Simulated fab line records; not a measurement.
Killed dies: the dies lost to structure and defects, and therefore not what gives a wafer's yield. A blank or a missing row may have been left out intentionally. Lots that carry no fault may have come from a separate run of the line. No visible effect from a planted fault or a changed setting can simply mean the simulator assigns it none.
Comparing a struck lot with a sound one :: flow nand-harc :: 27 out of 1159 route steps
Sound: wafers L833.1, L833.4, L833.5. Struck: wafer L826.3. The cause is named last.
Order at every step that has rows: each side's tool, ch and its chambers, its first start. Under that, the readings that differ: sound wafers :: struck wafers :: difference of the means :: sigmas: that difference in standard deviations of wafers without a fault.
alike: words and numbers the same on both sides, and readings whose means are apart by under 2 such deviations; not compared: readings that were withheld, readings missing a value for some wafer, numbers with overlapping values and no deviation given by the record, and bounds like >300 which may hide the same value.
A row with sigmas, a row that says differs or no value, or rows on one side alone: a step with any of these is where the two part. Numbers that have no deviation but don't overlap get no sigmas and don't part them. A reading missing from all wafers of one side parts the sides only when that side holds two or more wafers.

first, 7 steps without rows for these wafers: NHARC_A_BONDPAD_COAT_33 (time 65 s); NHARC_A_BONDPAD_COAT_03 (resist thk 600 nm); NHARC_A_BONDPAD_SOFTBAKE_04 (time 70 s); NHARC_A_BONDPAD_EBR_05; NHARC_A_BONDPAD_EXPOSE_06 (exposes mask A BPAD); NHARC_A_BONDPAD_PEB_07 (peb time 80 s); NHARC_A_BONDPAD_DEVELOP_08 (time 50 s).
NHARC_A_BONDPAD_CD_MEAS_09: the cd target is 500 nm.
  sound on cd-sem-02 ch 0, day 22 13:53; struck on cd-sem-02 ch 0, day 21 02:18
  alike: cd-nm
NHARC_A_BONDPAD_OVL_MEAS_35:
  struck on overlay-02, day 21 02:23; sound on overlay-02, day 22 13:58
reading: overlay-x-nm (nm)
sound: -11 -11 -11
struck: 2
difference: +13
sigmas: +2
  alike: overlay-y-nm
then, 3 steps without rows for these wafers: NHARC_A_BONDPAD_HARDBAKE_10 (time 65 s); NHARC_A_BONDPAD_DESCUM_11 (chemistry O2, time 3 s); NHARC_A_BONDPAD_ETCH_34 (etches the open film in N2/H2, target depth 60 nm, overetch 18 nm, time 65.91 s).
NHARC_A_BONDPAD_ETCH_12: etches the open film in CHF3/O2, target depth 220 nm, time 110 s.
  sound on rie-diel-03 ch 1,3, day 22 14:28; struck on rie-diel-06 ch 2, day 21 02:42
reading: oes-product-au (a.u.)
sound: 0.911 0.913 0.933
struck: 0.991
difference: +0.072
sigmas: +3
  alike: drypump-motor-current-A, rf-vpp-V, showerhead-plenum-p-Torr, throttle-valve-pct
  not compared: rf-hours-counter-h
NHARC_A_BONDPAD_CD_MEAS_13:
  struck on cd-sem-02, day 21 02:50; sound on cd-sem-02, day 22 14:37
  alike: cd-nm
NHARC_A_BONDPAD_STRIP_15: strips in O2.
  sound on rie-diel-06 ch 1,2, day 22 14:42; struck on rie-diel-06 ch 1, day 21 02:55
  alike: drypump-motor-current-A, oes-product-au, rf-vpp-V, showerhead-plenum-p-Torr, throttle-valve-pct
  not compared: rf-hours-counter-h
then, 3 steps without rows for these wafers: NHARC_A_BONDPAD_ETCH_24 (etches the open film in CF4/N2, target depth 30 nm, time 72.99 s); NHARC_A_BONDPAD_STRIP_16 (strips in post etch residue remover, time 600 s); NHARC_A_BONDPAD_DEGAS_25 (time 60 s).
NHARC_A_BONDPAD_PRE_CLEAN_26: time 30 s.
  sound on pvd-sputter-02; struck on pvd-sputter-01
  alike: heater-power-w
then, 1 step without rows for these wafers: NHARC_A_BONDPAD_PVD_17 (deposits TaN, target thk 5 nm, time 8.06 s).
NHARC_A_BONDPAD_PVD_27: deposits Cu, target thk 30 nm, time 20.49 s.
  sound on pvd-sputter-02; struck on pvd-sputter-01
  alike: throttle-valve-pct
then, 1 step without rows for these wafers: NHARC_A_BONDPAD_ECD_18 (material Cu, target thk 400 nm).
NHARC_A_BONDPAD_ANNEAL_28: time 90 s.
  sound on rtp-anneal-02 ch 0, day 22 16:01; struck on rtp-anneal-02 ch 0, day 21 04:17
  alike: wafer_temp_C_max
NHARC_A_BONDPAD_CMP_19: polishes, t overpolish 30 s, cu recess touch 16 s, target thk 169.8 nm.
  sound on cmp-02 ch 1,2, day 22 16:23; struck on cmp-01 ch 3, day 21 04:37
reading: motor-current-A (A)
sound: 11.6 11.2 11.5
struck: 13.4
difference: +2.0
sigmas: +2
  alike: overpolish-run-s, slurry-filter-dp-kPa
NHARC_A_BONDPAD_THK_MEAS_20: measures by xrf.
  struck on film-metro-01, day 21 04:52; sound on film-metro-02, day 22 16:40
  alike: thk-nm
then, 1 step without rows for these wafers: NHARC_A_BONDPAD_SRD_21 (time 30 s, dry time 20 s).
NHARC_END_SORT_01:
  sound on prober-01 ch 0, day 24 07:29; struck on prober-02 ch 0, day 22 18:20
reading: defect-limited-yield (%)
sound: 97.5 97.9 98.1
struck: 80.6
difference: -17.2
sigmas: -12

reading: killed-at-array
sound: 15 12 10
struck: 127
difference: +115
sigmas: +12

reading: killed-dies
sound: 17 14 13
struck: 131
difference: +116
sigmas: +12

reading: sort_bin_2_pct (%)
sound: 0.9 0.4 0.4
struck: 7.8
difference: +7.2
sigmas: +11

reading: sort_bin_3_pct (%)
sound: 0.15 0 0.15
struck: 4.87
difference: +4.77
sigmas: +23

reading: sort_bin_4_pct (%)
sound: 1.5 1.6 1.3
struck: 6.6
difference: +5.1
sigmas: +6

reading: sort-n-pass
sound: 660 663 664
struck: 546
difference: -116
sigmas: -12

reading: sort-yield-pct (%)
sound: 97.5 97.9 98.1
struck: 80.6
difference: -17.2
sigmas: -12
  alike: killed-at-other, killed-at-periphery, killed-open, killed-short, sort-rim-yield-pct

## WHERE THEY PART
Earliest at NHARC_A_BONDPAD_OVL_MEAS_35; latest, in this record, at NHARC_END_SORT_01.

WHY: what the simulator had put in
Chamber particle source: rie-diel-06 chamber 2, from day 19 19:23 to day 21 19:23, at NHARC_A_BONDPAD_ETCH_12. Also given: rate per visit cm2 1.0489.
